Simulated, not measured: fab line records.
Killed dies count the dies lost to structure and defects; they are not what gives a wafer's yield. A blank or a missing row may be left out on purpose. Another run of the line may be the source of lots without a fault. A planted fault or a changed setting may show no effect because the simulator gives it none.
Split-lot study | flow n5Finfet | 21 wafers read from 7 lots, route of 1938 steps

== ABOUT THE SPLIT ==
At N5_BEOL_M7_ILD_DEP_00 (deposits SiCOH lowk from DEMS/porogen, target thk 179.75 nm, time 33.4 s), the setting timeS was moved away from the recipe's 33.4 s on 3 of the 21 wafers read, by -11.6% to +6.9%. The other wafers ran this setting at the recipe's value.

== BETWEEN THE SPLIT AND THE READING: the file shows 1 step in between ==
- N5_BEOL_M7_CURE_74: cures SiCOH lowk, time 240 s

== THE READING ==
M7_ILD_THK in nanometres, read at N5_BEOL_M7_THK_MEAS_01. Fault-free wafers of this fab line usually give 156.3 nm, standard deviation 2 nm.

wafer  | tool, chamber at the split | timeS as run, s | against the recipe | M7_ILD_THK, nm | against lot-mates on the recipe
L078.2 | pecvd-03, 2                | 33.4            | recipe             | 154.8          | -
L078.3 | pecvd-03, 1                | 33.4            | recipe             | 155.0          | -
L078.4 | pecvd-03, 0                | 33.4            | recipe             | 159.0          | -
L082.1 | pecvd-04, 0                | 33.4            | recipe             | 152.3          | -
L082.4 | pecvd-04, 2                | 33.4            | recipe             | 156.1          | -
L082.5 | pecvd-04, 0                | 33.4            | recipe             | 156.6          | -
L086.1 | pecvd-03, 2                | 33.4            | recipe             | 154.7          | -
L086.3 | pecvd-03, 1                | 33.4            | recipe             | 154.9          | -
L086.4 | pecvd-03, 2                | 33.4            | recipe             | 156.1          | -
L085.3 | pecvd-04, 2                | 33.4            | recipe             | 156.0          | -
L085.5 | pecvd-04, 1                | 33.4            | recipe             | 156.9          | -
L085.6 | pecvd-04, 2                | 33.4            | recipe             | 156.1          | -
L094.2 | pecvd-04, 2,0              | 33.4            | recipe             | 155.3          | -
L094.4 | pecvd-04, 2                | 33.4            | recipe             | 155.9          | -
L094.5 | pecvd-04, 2,0              | 33.4            | recipe             | 155.3          | -
L095.1 | pecvd-01, 2                | 33.4            | recipe             | 152.8          | -
L095.3 | pecvd-01, 0                | 35.72           | +6.9%              | 164.0          | +11.2
L095.6 | pecvd-01, 1                | 35.72           | +6.9%              | 167.4          | +14.6
L096.3 | pecvd-01, 2                | 33.4            | recipe             | 153.1          | -
L096.5 | pecvd-01, 1                | 29.52           | -11.6%             | 139.4          | -16.3
L096.6 | pecvd-01, 2                | 33.4            | recipe             | 158.3          | -
When a row names more than one chamber, that row covers several wafers, and the file does not tell which wafer ran in which chamber.

FIT RESULTS
A straight line over all 21 wafers: M7_ILD_THK changes by +1.42 nm for each +1% of timeS; r = +0.94; the points scatter about the line by 1.7 nm.
The same after taking each lot's own level away (the mean of its wafers on the recipe; 21 wafers): +1.59 nm for each +1%; r = +0.96; scatter 1.7 nm.
The reading moves by 18 nm for the largest change in timeS, on that fit.
From 152.80 to 156.33 nm: that is the span of the lots' own levels, equal to 1.8 times the standard deviation above.
In other words, the slope is changed by the lot-to-lot level; the two fits disagree.
Check: for one of the wafers moved furthest among these (-11.6%), held out of the fit, the line's prediction against its lot-mates is -21.6 nm. It came out at -16.3 nm against them.

== THE OTHER SPLITS THESE WAFERS WENT THROUGH ==
These wafers also went through other splits before the reading. Each is held against what the fit with the lots' levels taken away leaves over:
other split on the same wafers  | wafers away from the commonest value | r with M7_ILD_THK (lot level and that fit taken away)
N5_BEOL_M4_DESCUM_16 timeS      | 6                                    | +0.05
N5_BEOL_M4_COAT_76 spinRpm      | 6                                    | +0.09
N5_BEOL_M4_TRENCH_ETCH_37 biasW | 8                                    | -0.17
N5_BEOL_M6_ETCH_66 biasW        | 10                                   | -0.21

== THE WHOLE CHAIN: every reading that the file lists as answering this split, in the file's order ==
step                   | what it does                                                             | reading                                                                                 | change (the file's fit)              | r (the file's)
N5_BEOL_M7_ILD_DEP_00  | deposits SiCOH lowk from DEMS/porogen, target thk 179.75 nm, time 33.4 s | SiCOH_lowk_of_BEOL_M7_ILD_DEP_00.thkNm (the simulator's own value, which no gauge read) | +1.73 nm for each +1% of the setting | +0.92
N5_BEOL_M7_CURE_74     | cures SiCOH lowk, time 240 s                                             | SiCOH_lowk_of_BEOL_M7_ILD_DEP_00.thkNm (the simulator's own value, which no gauge read) | +1.51 nm for each +1% of the setting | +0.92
N5_BEOL_M7_THK_MEAS_01 |                                                                          | M7_ILD_THK                                                                              | +1.52 for each +1% of the setting    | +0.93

== FILE'S OWN FIT ==
M7_ILD_THK changes by +1.52 nm for each +1% of timeS, r = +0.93.
